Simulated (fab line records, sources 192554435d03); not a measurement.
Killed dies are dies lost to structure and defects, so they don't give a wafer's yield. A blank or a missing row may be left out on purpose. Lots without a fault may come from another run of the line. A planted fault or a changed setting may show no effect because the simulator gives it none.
Split-lot experiment | flow n5_finfet | 7 lots, 21 wafers read, on a route of 1938 steps

THE SPLIT
At N5_HKMG_FIN_ETCH_54 (etches SiARC in CF4, target depth 45.5 nm, time 75.8 s), the setting source_w was moved away from the recipe's 545 W on 9 of the 21 wafers read, by -17.2% to +9.7%. The other wafers ran this setting at the recipe's value.

The reading is taken at the split's own step.

THE READING
rf_vpp_V, in V, at N5_HKMG_FIN_ETCH_54 (etches SiARC in CF4, target depth 45.5 nm, time 75.8 s). Fault-free wafers of this fab line usually give 184.3 V, standard deviation 0.94 V.

wafer  | tool, chamber at the split | source_w as run, W | against the recipe | rf_vpp_V, V | against lot-mates on the recipe
L077.1 | rie_diel-01, 0             | 545                | recipe             | 182.2       | -
L077.2 | rie_diel-01, 1             | 594.9              | +9.2%              | 179.6       | -2.6
L077.5 | rie_diel-01, 3             | 594.9              | +9.2%              | 178.5       | -3.7
L079.4 | rie_diel-02, 1             | 545                | recipe             | 182.7       | -
L079.5 | rie_diel-02, 2             | 545                | recipe             | 185.8       | -
L079.6 | rie_diel-02, 3             | 597.7              | +9.7%              | 177.5       | -6.8
L082.1 | rie_diel-04, 1             | 545                | recipe             | 185.1       | -
L082.4 | rie_diel-04, 0             | 545                | recipe             | 184.1       | -
L082.5 | rie_diel-04, 3             | 545                | recipe             | 184.2       | -
L086.1 | rie_diel-04, 0             | 545                | recipe             | 183.6       | -
L086.3 | rie_diel-04, 2             | 571.3              | +4.8%              | 181.2       | -2.2
L086.5 | rie_diel-04, 1             | 545                | recipe             | 183.3       | -
L087.2 | rie_diel-01, 1             | 545                | recipe             | 183.4       | -
L087.3 | rie_diel-01, 3             | 585.3              | +7.4%              | 179.0       | -4.0
L087.5 | rie_diel-01, 0             | 545                | recipe             | 182.6       | -
L093.1 | rie_diel-04, 2             | 451.5              | -17.2%             | 197.4       | +11.8
L093.5 | rie_diel-04, 1             | 451.5              | -17.2%             | 196.3       | +10.7
L093.6 | rie_diel-04, 2             | 545                | recipe             | 185.6       | -
L097.1 | rie_diel-02, 0             | 589.3              | +8.1%              | 180.0       | -4.9
L097.4 | rie_diel-02, 3             | 545                | recipe             | 184.9       | -
L097.6 | rie_diel-02, 1             | 589.3              | +8.1%              | 178.7       | -6.2

THE FIT
A straight line over all 21 wafers: rf_vpp_V changes by -0.687 V for each +1% of source_w; r = -0.98; the points scatter about the line by 1.1 V.
The same after taking each lot's own level away (the mean of its wafers on the recipe; 21 wafers): -0.609 V for each +1%; r = -0.97; scatter 1.1 V.
On that fit, the largest move of source_w shifts the reading by 10 V.
The lots' own levels span 182.20 to 185.60 V, that is 3.6 times the standard deviation above.
So the lot-to-lot level changes the slope: the two fits differ.
Check: with one of the wafers moved furthest among these (-17.2%) left out of the fit, the line predicts +10.1 V for it against its lot-mates. It came out at +11.8 V against them.
Tool readings at the split's step, against how far the setting was moved: etch_rf_on_time_s r = -0.94; rf_vpp_V r = -0.98.

OTHER SPLITS ON THESE WAFERS
These wafers also went through other splits before the reading. Each is held against what the fit with the lots' levels taken away leaves over:
other split on the same wafers     | wafers away from the commonest value | r with rf_vpp_V (lot level and that fit taken away)
N5_DUMMY_GATE_CVD_03 temp_c        | 15                                   | +0.36
N5_SD_EPI_P_ETCH_16 target_depth_a | 4                                    | -0.14
N5_SD_EPI_P_EPI_21 time_s          | 6                                    | +0.30

THE WHOLE CHAIN: every reading that the file lists as answering this split, in the file's order
step                | what it does                                           | reading           | change (the file's fit)              | r (the file's)
N5_HKMG_FIN_ETCH_54 | etches SiARC in CF4, target depth 45.5 nm, time 75.8 s | etch_rf_on_time_s | withheld for each +1% of the setting | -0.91
N5_HKMG_FIN_ETCH_54 | etches SiARC in CF4, target depth 45.5 nm, time 75.8 s | rf_vpp_V          | -0.607 V for each +1% of the setting | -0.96

THE FILE'S OWN FIT
rf_vpp_V changes by -0.607 V for each +1% of source_w, r = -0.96.
